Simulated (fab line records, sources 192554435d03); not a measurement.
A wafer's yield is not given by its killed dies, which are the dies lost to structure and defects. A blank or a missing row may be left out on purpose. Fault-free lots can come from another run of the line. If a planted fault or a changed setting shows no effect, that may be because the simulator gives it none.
Split-lot trial    flow n5 finfet    7 lots, 21 wafers read, on a route of 1938 steps

## THE SPLIT ITSELF
At N5_BEOL_M13_COAT_04 (resist thk 400 nm), the setting spin rpm was moved away from the recipe's 1625 rpm on 4 of the 21 wafers read, by -9.2% to +8.9%. All remaining wafers had this setting at the recipe value.

## FROM THE SPLIT TO THE READING: what the file shows between them, 4 steps
- N5_BEOL_M13_EBR_06
- N5_BEOL_M13_SOFTBAKE_05: time 60 s
- N5_BEOL_M13_DESCUM_15: chemistry O2, time 7.9 s
- N5_BEOL_M13_ETCH_59: etches BARC in N2/H2, target depth 89 nm, overetch 26.7 nm, time 67.9 s

## THE READING
coat_of_BEOL_M13_COAT_04.thk nm (the simulator's own value, which no gauge read), in nm, at N5_BEOL_M13_VIA_ETCH_16 (etches SiOC in C4F8/O2/Ar, target depth 921.7 nm). There is no usual value for it anywhere in the file. Across the 17 wafers here that went through the recipe, the average is 70.5 nm and the standard deviation 3.1 nm.

wafer   tool, chamber at the split  spin rpm as run, rpm  against the recipe  coat_of_BEOL_M13_COAT_04.thk nm, nm  against lot-mates on the recipe
L075.1  litho track-04, 0           1625                  recipe              71.6                                 -
L075.4  litho track-04, 0           1625                  recipe              65.2                                 -
L075.5  litho track-04, 0           1770                  +8.9%               50.6                                 -17.8
L076.1  litho track-04, 0           1625                  recipe              68.6                                 -
L076.4  litho track-04, 0           1625                  recipe              67.6                                 -
L076.5  litho track-04, 0           1625                  recipe              68.8                                 -
L084.1  litho track-02, 0           1625                  recipe              73.6                                 -
L084.4  litho track-02, 0           1625                  recipe              74.2                                 -
L084.5  litho track-02, 0           1625                  recipe              72.4                                 -
L091.3  litho track-02, 0           1625                  recipe              73.8                                 -
L091.4  litho track-02, 0           1625                  recipe              70.4                                 -
L091.5  litho track-02, 0           1625                  recipe              69                                   -
L094.1  litho track-02, 0           1625                  recipe              69.2                                 -
L094.4  litho track-02, 0           1625                  recipe              68.8                                 -
L094.6  litho track-02, 0           1625                  recipe              65                                   -
L097.1  litho track-04, 0           1625                  recipe              76.6                                 -
L097.2  litho track-04, 0           1625                  recipe              72.8                                 -
L097.3  litho track-04, 0           1678                  +3.3%               68.8                                 -5.9
L095.1  litho track-04, 0           1476                  -9.2%               87.6                                 +16.2
L095.2  litho track-04, 0           1625                  recipe              71.4                                 -
L095.5  litho track-04, 0           1476                  -9.2%               85.8                                 +14.4

FIT RESULTS
A straight line over all 21 wafers: coat_of_BEOL_M13_COAT_04.thk nm changes by -1.86 nm for each +1% of spin rpm; r = -0.91; the points scatter about the line by 3.2 nm.
The same after taking each lot's own level away (the mean of its wafers on the recipe; 21 wafers): -1.78 nm for each +1%; r = -0.97; scatter 1.8 nm.
On that fit, the largest move of spin rpm shifts the reading by 16 nm.
From 67.67 to 74.70 nm: that is the span of the lots' own levels, equal to 2.3 times the standard deviation above.
Hence the lot-to-lot level has little effect on the slope; both slopes agree.
Check: with one of the wafers moved furthest among these (-9.2%) left out of the fit, the line predicts +16.1 nm for it against its lot-mates. Against them it came out at +16.2 nm.

## OTHER SPLITS ON THESE WAFERS
Other splits were also applied to these wafers ahead of the reading. Each is held against what the fit with the lots' levels taken away leaves over:
other split on the same wafers  wafers away from the commonest value  r with coat_of_BEOL_M13_COAT_04.thk nm (lot level and that fit taken away)
N5_BEOL_M11_ETCH_41 time s      8                                     +0.12

## THE WHOLE CHAIN: every reading that the file lists as answering this split, in the file's order
step                     what it does                                      reading                                                                           change (the file's fit)               r (the file's)
N5_BEOL_M13_COAT_04      resist thk 400 nm                                 coat_of_BEOL_M13_COAT_04.thk nm (the simulator's own value, which no gauge read)  -2 nm for each +1% of the setting     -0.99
N5_BEOL_M13_VIA_ETCH_16  etches SiOC in C4F8/O2/Ar, target depth 921.7 nm  coat_of_BEOL_M13_COAT_04.thk nm (the simulator's own value, which no gauge read)  -1.83 nm for each +1% of the setting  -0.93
N5_BEOL_M13_STRIP_63     strips in N2/H2                                   strip time to endpoint s                                                          withheld for each +1% of the setting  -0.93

## THE FILE'S OWN FIT
coat_of_BEOL_M13_COAT_04.thk nm changes by -1.83 nm for each +1% of spin rpm, r = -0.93.
